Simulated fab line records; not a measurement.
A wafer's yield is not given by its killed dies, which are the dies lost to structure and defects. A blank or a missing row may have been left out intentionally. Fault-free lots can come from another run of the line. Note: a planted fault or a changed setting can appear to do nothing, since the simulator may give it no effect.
Which tool was responsible? | flow n5-finfet | 8 lots with 24 wafers sampled at 9 steps, on a route of 1938 steps

== WHAT EACH GAUGE READ, for each wafer ==
N5_SD_EPI_N_EPI_MEAS_23.
lot  | measured    | on            | thk-nm (nm)
L906 | day 3 14:59 | film-metro-02 | 59.8 58.7 58.8
L907 | day 3 18:29 | film-metro-02 | 58.0 58.1 59.5
L911 | day 4 20:24 | film-metro-01 | 59.5 56.5 57.5
L913 | day 5 07:58 | film-metro-02 | 59.6 58.7 60.2
L914 | day 5 10:46 | film-metro-01 | 58.0 58.8 60.3
L918 | day 6 10:27 | film-metro-02 | 60.8 61.2 58.2
L920 | day 7 02:12 | film-metro-01 | 58.9 59.9 55.4
L922 | day 7 14:03 | film-metro-02 | 57.9 59.2 59.5

N5_SD_EPI_N_INSPECT_26: inspects for defects (darkfield).
lot  | measured    | on                | raw-defect-count
L906 | day 3 15:33 | defect-inspect-01 | 267 173 203
L907 | day 3 19:05 | defect-inspect-01 | 129 138 122
L911 | day 4 20:57 | defect-inspect-01 | 161 175 142
L913 | day 5 08:31 | defect-inspect-02 | 163 198 205
L914 | day 5 11:33 | defect-inspect-01 | 128 198 177
L918 | day 6 11:00 | defect-inspect-02 | 183 169 246
L920 | day 7 02:58 | defect-inspect-01 | 546 542 588
L922 | day 7 14:36 | defect-inspect-01 | 490 525 540

N5_SD_EPI_P_CD_MEAS_09 targets a cd of 240 nm.
lot  | measured    | on        | cd-nm (nm)
L906 | day 3 15:49 | cd-sem-03 | 239.1 240.9 240.4
L907 | day 3 19:22 | cd-sem-02 | 241.2 240.5 239.7
L911 | day 4 21:21 | cd-sem-03 | 238.9 238.7 239.4
L913 | day 5 08:47 | cd-sem-02 | 240.9 240.2 240.9
L914 | day 5 11:49 | cd-sem-02 | 240.1 241.7 240.3
L918 | day 6 11:24 | cd-sem-02 | 242.0 240.9 241.7
L920 | day 7 03:22 | cd-sem-02 | 239.9 240.1 240.0
L922 | day 7 15:00 | cd-sem-03 | 240.3 239.9 240.6

N5_SD_EPI_P_INSPECT_11: inspects for defects (macro).
lot  | measured    | on                | raw-defect-count
L906 | day 3 15:52 | defect-inspect-01 | 3 1 2
L907 | day 3 19:25 | defect-inspect-01 | 1 2 2
L911 | day 4 21:24 | defect-inspect-02 | 0 2 2
L913 | day 5 08:51 | defect-inspect-01 | 0 1 1
L914 | day 5 11:52 | defect-inspect-02 | 1 2 2
L918 | day 6 11:27 | defect-inspect-01 | 1 2 0
L920 | day 7 03:25 | defect-inspect-02 | >300 >300 >300
L922 | day 7 15:03 | defect-inspect-01 | >300 >300 >300

N5_SD_EPI_P_INSPECT_26: inspects for defects (darkfield).
lot  | measured    | on                | raw-defect-count
L906 | day 3 21:35 | defect-inspect-02 | 295 141 213
L907 | day 4 00:01 | defect-inspect-01 | 105 131 86
L911 | day 5 02:01 | defect-inspect-01 | 149 143 148
L913 | day 5 13:29 | defect-inspect-01 | 119 194 141
L914 | day 5 16:36 | defect-inspect-02 | 170 191 253
L918 | day 6 15:13 | defect-inspect-01 | 134 130 182
L920 | day 7 07:10 | defect-inspect-01 | 521 495 562
L922 | day 7 19:49 | defect-inspect-01 | 465 528 534

N5_SD_ACTIVATION_INSPECT_02: inspects for defects (darkfield).
lot  | measured    | on                | raw-defect-count
L906 | day 3 22:20 | defect-inspect-02 | 303 125 208
L907 | day 4 00:46 | defect-inspect-01 | 112 127 95
L911 | day 5 02:53 | defect-inspect-01 | 148 143 150
L913 | day 5 14:14 | defect-inspect-02 | 164 223 162
L914 | day 5 17:33 | defect-inspect-02 | 166 190 263
L918 | day 6 15:58 | defect-inspect-01 | 125 131 180
L920 | day 7 07:56 | defect-inspect-02 | 563 527 599
L922 | day 7 20:34 | defect-inspect-01 | 463 530 520

N5_BEOL_M4_RC_MEAS_101.
lot  | measured     | on        | DIBL_N (mV/V)  | DIBL_P (mV/V)  | IOFF_N (nA/um)    | IOFF_P (nA/um) | ION_N (uA/um) | ION_P (uA/um) | SS_N (mV/dec)  | SS_P (mV/dec)  | VT_N (mV)         | VT_P (mV)
L906 | day 8 04:54  | prober-01 | 34.3 38.8 36.5 | 33.6 39.7 35.2 | 0.129 0.233 0.155 | 0.19 0.29 0.22 | 660 687 672   | 462 468 457   | 71.6 72.8 72.1 | 72.8 74.8 73.3 | 250.5 243.2 251.0 | -248 -244 -247
L907 | day 9 00:26  | prober-01 | 34.8 36.4 32.5 | 34.6 37.3 32.9 | 0.127 0.172 0.114 | 0.20 0.26 0.19 | 660 683 669   | 460 474 470   | 71.4 71.5 70.7 | 71.7 73.3 72.3 | 253.8 250.2 250.5 | -248 -246 -247
L911 | day 9 05:35  | prober-01 | 35.8 37.2 35.4 | 37.4 38.3 36.6 | 0.168 0.183 0.158 | 0.24 0.24 0.21 | 689 681 666   | 473 463 459   | 71.4 71.7 70.7 | 73.3 73.6 73.8 | 248.0 246.9 249.3 | -249 -247 -252
L913 | day 10 06:41 | prober-02 | 36.4 34.8 36.5 | 37.4 35.2 36.9 | 0.167 0.132 0.172 | 0.19 0.16 0.20 | 688 673 679   | 457 456 463   | 70.5 71.3 70.6 | 74.0 73.0 73.3 | 249.1 249.8 248.2 | -254 -256 -251
L914 | day 10 05:20 | prober-02 | 35.6 35.7 36.2 | 34.3 35.1 34.6 | 0.140 0.142 0.146 | 0.19 0.19 0.19 | 666 663 670   | 456 457 462   | 71.3 70.9 71.1 | 72.4 72.9 72.4 | 253.3 251.2 250.4 | -252 -250 -250
L918 | day 11 10:28 | prober-01 | 37.2 33.9 36.1 | 37.7 32.7 35.5 | 0.182 0.125 0.163 | 0.26 0.18 0.21 | 679 672 674   | 476 458 461   | 71.4 71.0 71.4 | 73.8 72.8 73.1 | 245.9 253.8 249.0 | -247 -249 -250
L920 | day 11 15:05 | prober-02 | 34.8 34.5 34.4 | 35.3 34.6 35.7 | 0.136 0.142 0.152 | 0.16 0.16 0.17 | 656 669 681   | 454 453 458   | 71.0 70.9 71.0 | 73.2 73.3 72.9 | 249.6 250.4 247.1 | -255 -254 -254
L922 | day 11 21:24 | prober-02 | 37.7 38.6 36.4 | 38.0 38.5 36.7 | 0.194 0.223 0.178 | 0.29 0.30 0.26 | 690 675 681   | 478 467 474   | 71.5 71.7 71.2 | 73.4 74.1 72.9 | 245.4 243.9 244.9 | -244 -244 -244

== WHICH TOOL RAN EACH LOT (tool, then ch and the chambers of the sampled wafers, then the start) ==
lot  | N5_SD_EPI_N_DESCUM_14             | N5_SD_EPI_N_PRECLEAN_48
L906 | rie-diel-05 ch 0,1,3, day 3 10:50 | epi-rpcvd-02 ch 0, day 3 11:59
L907 | rie-diel-05 ch 0,1,3, day 3 14:20 | epi-rpcvd-04 ch 0, day 3 15:34
L911 | rie-diel-01 ch 0,1,3, day 4 16:15 | epi-rpcvd-02 ch 0, day 4 17:28
L913 | rie-diel-01 ch 0,1,2, day 5 02:50 | epi-rpcvd-01 ch 0, day 5 04:05
L914 | rie-diel-05 ch 0,1, day 5 07:22   | epi-rpcvd-04 ch 0, day 5 08:37
L918 | rie-diel-06 ch 1,2,3, day 6 07:04 | epi-rpcvd-01 ch 0, day 6 08:15
L920 | rie-diel-05 ch 0,3, day 6 22:48   | epi-rpcvd-01 ch 0, day 7 00:00
L922 | rie-diel-01 ch 1,2, day 7 09:55   | epi-rpcvd-01 ch 0, day 7 11:17
- N5_SD_EPI_N_DESCUM_14: chemistry O2, time 7.9 s.
- N5_SD_EPI_N_PRECLEAN_48: cleans in NF3:NH3, afs cycles 2, time 20 s, sublimation time 60 s.

== WHAT THE TOOLS THEMSELVES READ (means of the sampled wafers that have a number; where no wafer has one, the mark that the record gives instead) ==
N5_SD_EPI_N_DESCUM_14.
lot  | tool        | chamber-pressure-mTorr (mTorr) | drypump-motor-current-A (A) | oes-product-au (a.u.) | rf-vpp-V (V) | showerhead-plenum-p-Torr (Torr) | throttle-valve-pct (%)
L906 | rie-diel-05 | 19.993                         | 5.7                         | 0.74                  | 242.3        | 2.00                            | 20.55
L907 | rie-diel-05 | 19.997                         | 5.7                         | 0.75                  | 241.3        | 2.00                            | 20.56
L911 | rie-diel-01 | 19.993                         | 5.6                         | 0.78                  | 243.2        | 2.10                            | 20.33
L913 | rie-diel-01 | 19.979                         | 6.0                         | 0.76                  | 243.9        | 2.11                            | 20.33
L914 | rie-diel-05 | 19.995                         | 6.2                         | 0.73                  | 241.4        | 1.96                            | 20.74
L918 | rie-diel-06 | 20.012                         | 5.7                         | 0.75                  | 242.9        | 2.09                            | 20.55
L920 | rie-diel-05 | 19.984                         | 5.2                         | 0.75                  | 241.6        | 1.96                            | 20.49
L922 | rie-diel-01 | 20.015                         | 6.2                         | 0.70                  | 243.4        | 2.09                            | 20.42

N5_SD_EPI_N_PRECLEAN_48.
lot  | tool         | susceptor-temp-C (C)
L906 | epi-rpcvd-02 | 29.95
L907 | epi-rpcvd-04 | 30.03
L911 | epi-rpcvd-02 | 29.89
L913 | epi-rpcvd-01 | 29.90
L914 | epi-rpcvd-04 | 30.08
L918 | epi-rpcvd-01 | 30.10
L920 | epi-rpcvd-01 | 29.95
L922 | epi-rpcvd-01 | 29.93

== THE ANSWER, worked out from the rows above alone ==
Rule: the lots themselves supply what counts as usual. Put in order of their means at a reading, lots are off if they are a third of the lots or fewer, leave a main group of 4 or more, and stand apart from it by a gap of 3 or more times the standard deviation of the main group's means; of several such gaps the widest counts. The tables above print the reading to a certain number of digits; a main group whose means all agree to those digits is not used. A lot without any number at a reading at which 4 lots or more have one is off too. Any other lot the step has rows for is counted as sound. The gauges are gone through in route order, then the tools' own readings, and for those a lot's mean is taken as printed above. At the first step where some lot is off, the reading lying furthest off is the one used; lots without a number count as furthest.
Off, at N5_SD_EPI_N_INSPECT_26 on raw-defect-count: L920, L922. For the main group the mean is 176 and the standard deviation 28.
A tool fits if, at a process step before that reading, it ran every lot that is off, and no sound lot after the first of them. Those tools and the gauges at N5_SD_EPI_N_INSPECT_26 are tried in the same way. Can't be told from this: 2 tools fit, epi-rpcvd-01 at N5_SD_EPI_N_PRECLEAN_48, defect-inspect-01 at N5_SD_EPI_N_INSPECT_26.

== WHAT WAS PUT IN BY THE SIMULATOR ==
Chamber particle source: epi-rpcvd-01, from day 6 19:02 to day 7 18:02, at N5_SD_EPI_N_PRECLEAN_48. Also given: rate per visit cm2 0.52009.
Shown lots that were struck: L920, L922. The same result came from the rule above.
